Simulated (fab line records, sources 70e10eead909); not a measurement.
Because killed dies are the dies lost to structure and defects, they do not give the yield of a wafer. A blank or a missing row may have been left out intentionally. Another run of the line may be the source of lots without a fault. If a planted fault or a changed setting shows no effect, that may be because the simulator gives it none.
Which tool did it? + flow nand_harc + Sampling: 12 lots, 36 wafers, 8 of 1302 route steps

## WHAT THE GAUGES SHOWED, per wafer
NHARC_P_ZERO_WELL_CD_MEAS_37: the cd target is 720 nm.
| lot  | measured     | on        | cd_nm (nm)        |
|------|--------------|-----------|-------------------|
| L217 | day 2 00:07  | cd_sem-01 | 717.9 714.9 718.2 |
| L219 | day 2 20:10  | cd_sem-01 | 718.5 720.7 720.6 |
| L220 | day 3 06:07  | cd_sem-02 | 719.9 718.8 719.0 |
| L221 | day 3 16:22  | cd_sem-02 | 720.5 718.6 723.0 |
| L222 | day 4 01:56  | cd_sem-01 | 719.1 720.0 717.9 |
| L229 | day 7 00:13  | cd_sem-01 | 719.7 722.1 719.2 |
| L230 | day 7 10:19  | cd_sem-03 | 720.9 718.4 719.2 |
| L232 | day 8 06:08  | cd_sem-03 | 720.9 718.5 720.7 |
| L234 | day 9 02:08  | cd_sem-01 | 717.7 716.8 718.1 |
| L235 | day 9 11:50  | cd_sem-02 | 721.6 719.1 720.1 |
| L237 | day 10 09:53 | cd_sem-03 | 721.6 721.3 720.5 |
| L240 | day 11 14:08 | cd_sem-02 | 722.3 718.2 720.7 |

NHARC_P_STI_CD_MEAS_09: the cd target is 200 nm.
| lot  | measured     | on        | cd_nm (nm)        |
|------|--------------|-----------|-------------------|
| L217 | day 2 22:07  | cd_sem-03 | 201.1 201.4 203.7 |
| L219 | day 3 18:59  | cd_sem-03 | 202.8 202.5 202.0 |
| L220 | day 4 01:36  | cd_sem-02 | 199.9 201.6 201.1 |
| L221 | day 4 11:11  | cd_sem-01 | 197.6 197.7 196.2 |
| L222 | day 4 20:22  | cd_sem-01 | 201.9 200.9 201.4 |
| L229 | day 7 18:45  | cd_sem-01 | 199.0 198.7 203.6 |
| L230 | day 8 05:29  | cd_sem-03 | 201.4 199.9 198.6 |
| L232 | day 9 03:32  | cd_sem-02 | 202.1 200.5 203.4 |
| L234 | day 9 21:02  | cd_sem-01 | 198.1 199.3 199.8 |
| L235 | day 10 09:14 | cd_sem-03 | 198.0 200.7 200.3 |
| L237 | day 11 05:29 | cd_sem-01 | 195.8 198.8 196.5 |
| L240 | day 12 16:25 | cd_sem-01 | 196.6 199.5 198.5 |

NHARC_P_STI_CD_MEAS_16.
| lot  | measured     | on        | cd_nm (nm)        |
|------|--------------|-----------|-------------------|
| L217 | day 2 22:49  | cd_sem-01 | 200.6 200.3 203.4 |
| L219 | day 3 19:41  | cd_sem-02 | 203.2 200.8 200.4 |
| L220 | day 4 02:18  | cd_sem-02 | 200.8 201.6 200.8 |
| L221 | day 4 11:53  | cd_sem-02 | 198.7 197.4 195.8 |
| L222 | day 4 21:03  | cd_sem-01 | 201.3 200.7 200.7 |
| L229 | day 7 19:27  | cd_sem-02 | 197.2 198.6 202.8 |
| L230 | day 8 06:13  | cd_sem-02 | 201.6 200.8 198.1 |
| L232 | day 9 04:14  | cd_sem-01 | 203.6 199.1 204.8 |
| L234 | day 9 21:44  | cd_sem-02 | 196.1 198.6 198.1 |
| L235 | day 10 09:56 | cd_sem-02 | 197.1 201.1 200.6 |
| L237 | day 11 06:11 | cd_sem-02 | 194.0 197.4 193.8 |
| L240 | day 12 17:07 | cd_sem-02 | 197.3 201.1 199.6 |

NHARC_P_STI_INSPECT_25.
| lot  | measured     | on                | raw_defect_count |
|------|--------------|-------------------|------------------|
| L217 | day 4 03:28  | defect_inspect-02 | 247 172 214      |
| L219 | day 5 03:11  | defect_inspect-01 | 218 236 141      |
| L220 | day 5 09:55  | defect_inspect-01 | 936 197 168      |
| L221 | day 5 14:50  | defect_inspect-02 | 851 107 99       |
| L222 | day 6 00:45  | defect_inspect-01 | 903 274 160      |
| L229 | day 8 22:05  | defect_inspect-01 | 200 304 234      |
| L230 | day 9 11:52  | defect_inspect-02 | 267 251 380      |
| L232 | day 10 05:53 | defect_inspect-01 | 105 194 161      |
| L234 | day 11 05:49 | defect_inspect-01 | 234 136 220      |
| L235 | day 11 10:44 | defect_inspect-02 | 384 308 343      |
| L237 | day 12 11:10 | defect_inspect-01 | 140 190 227      |
| L240 | day 14 02:58 | defect_inspect-02 | 174 108 239      |

NHARC_P_GATE_INSPECT_28.
| lot  | measured     | on                | raw_defect_count |
|------|--------------|-------------------|------------------|
| L217 | day 5 01:48  | defect_inspect-01 | 5 3 5            |
| L219 | day 6 03:41  | defect_inspect-02 | 10 9 5           |
| L220 | day 6 08:23  | defect_inspect-01 | 763 4 4          |
| L221 | day 6 14:09  | defect_inspect-02 | 734 6 10         |
| L222 | day 7 05:01  | defect_inspect-01 | 718 2 2          |
| L229 | day 9 23:31  | defect_inspect-02 | 8 4 3            |
| L230 | day 10 10:40 | defect_inspect-01 | 5 3 3            |
| L232 | day 11 06:14 | defect_inspect-01 | 7 6 2            |
| L234 | day 12 07:55 | defect_inspect-01 | 9 6 7            |
| L235 | day 12 14:09 | defect_inspect-01 | 8 6 5            |
| L237 | day 13 09:52 | defect_inspect-02 | 7 8 13           |
| L240 | day 15 01:15 | defect_inspect-02 | 2 5 2            |

NHARC_P_GATE_INSPECT_68.
| lot  | measured     | on                | raw_defect_count |
|------|--------------|-------------------|------------------|
| L217 | day 5 20:15  | defect_inspect-01 | 181 144 175      |
| L219 | day 7 00:10  | defect_inspect-02 | 176 266 117      |
| L220 | day 7 02:50  | defect_inspect-02 | 954 194 145      |
| L221 | day 7 08:39  | defect_inspect-02 | 830 120 101      |
| L222 | day 7 23:30  | defect_inspect-01 | 874 203 115      |
| L229 | day 10 17:56 | defect_inspect-02 | 228 355 290      |
| L230 | day 11 05:05 | defect_inspect-01 | 202 219 308      |
| L232 | day 12 00:38 | defect_inspect-01 | 102 193 171      |
| L234 | day 13 02:05 | defect_inspect-01 | 262 150 212      |
| L235 | day 13 11:28 | defect_inspect-02 | 394 256 276      |
| L237 | day 14 04:13 | defect_inspect-01 | 136 201 211      |
| L240 | day 15 19:31 | defect_inspect-02 | 163 97 232       |

NHARC_END_SORT_01.
| lot  | measured     | on        | killed_at_array | killed_at_other | killed_at_periphery | killed_dies | killed_open | killed_short |
|------|--------------|-----------|-----------------|-----------------|---------------------|-------------|-------------|--------------|
| L220 | day 25 02:53 | prober-01 | 46 29 45        | 0 0 0           | 40 3 7              | 86 32 52    | 5 1 2       | 2 4 2        |
| L221 | day 26 03:07 | prober-02 | 29 51 31        | 5 4 3           | 37 5 5              | 71 60 39    | 2 5 2       | 1 2 2        |
| L222 | day 26 17:59 | prober-01 | 37 54 39        | 1 1 0           | 33 1 1              | 71 56 40    | 0 2 3       | 3 2 1        |
| L230 | day 30 01:35 | prober-02 | 68              | 0               | 0                   | 68          | 1           | 3            |

## WHAT TOOL EACH LOT RAN ON (gives the tool, then ch and the chambers of the sampled wafers, and finally the start)
| lot  | NHARC_P_STI_STRIP_24                |
|------|-------------------------------------|
| L217 | wet_bench-06 ch 1,3,6, day 3 17:53  |
| L219 | wet_bench-02 ch 2,4,6, day 4 17:46  |
| L220 | wet_bench-06 ch 1,6,7, day 4 23:52  |
| L221 | wet_bench-06 ch 1,6,7, day 5 07:12  |
| L222 | wet_bench-06 ch 0,4,7, day 5 14:36  |
| L229 | wet_bench-06 ch 2,6,7, day 8 13:58  |
| L230 | wet_bench-05 ch 3,4,6, day 9 02:55  |
| L232 | wet_bench-06 ch 1,2,6, day 10 00:17 |
| L234 | wet_bench-02 ch 2,5,6, day 10 20:25 |
| L235 | wet_bench-05 ch 1,2,3, day 11 03:11 |
| L237 | wet_bench-06 ch 1,5,7, day 12 06:39 |
| L240 | wet_bench-06 ch 2,4,6, day 13 13:57 |
- NHARC_P_STI_STRIP_24: strips Si3N4 in H3PO4.

## AS READ BY THE TOOLS THEMSELVES (means over the sampled wafers that have a number; for cases with no such wafer, the mark the record gives instead)
NHARC_P_STI_STRIP_24.
| lot  | tool         | temp_c (C) |
|------|--------------|------------|
| L217 | wet_bench-06 | 159.86     |
| L219 | wet_bench-02 | 159.98     |
| L220 | wet_bench-06 | 160.03     |
| L221 | wet_bench-06 | 160.05     |
| L222 | wet_bench-06 | 160.05     |
| L229 | wet_bench-06 | 159.88     |
| L230 | wet_bench-05 | 159.99     |
| L232 | wet_bench-06 | 160.05     |
| L234 | wet_bench-02 | 160.01     |
| L235 | wet_bench-05 | 160.02     |
| L237 | wet_bench-06 | 159.94     |
| L240 | wet_bench-06 | 160.00     |

## THE ANSWER, worked out from the rows above alone
Rule: usual is defined by the lots themselves. Put in order of their means at a reading, lots are off if they are a third of the lots or fewer, leave a main group of 4 or more, and stand apart from it by a gap of 3 or more times the standard deviation of the main group's means; of several such gaps the widest counts. Not used: any main group whose means are identical at the precision the tables above print for the reading. A lot without any number at a reading at which 4 lots or more have one is off too. Any other lot the step has rows for is counted as sound. Order of review: gauges by route order, followed by the tools' own readings, for which a lot's mean as printed above is used. The first step at which some lot is off is used, and at that step the reading that is off furthest; a lot without a number counts as furthest.
Off, at NHARC_P_GATE_INSPECT_28 on raw_defect_count: L220, L221, L222. Main group: mean 5.8, sd 2.
A tool fits if, at a process step before that reading, it ran every lot that is off, and no sound lot after the first of them. Those tools and the gauges at NHARC_P_GATE_INSPECT_28 are tried in the same way. Of those tried, none fits.

## WHAT HAD BEEN PUT IN BY THE SIMULATOR
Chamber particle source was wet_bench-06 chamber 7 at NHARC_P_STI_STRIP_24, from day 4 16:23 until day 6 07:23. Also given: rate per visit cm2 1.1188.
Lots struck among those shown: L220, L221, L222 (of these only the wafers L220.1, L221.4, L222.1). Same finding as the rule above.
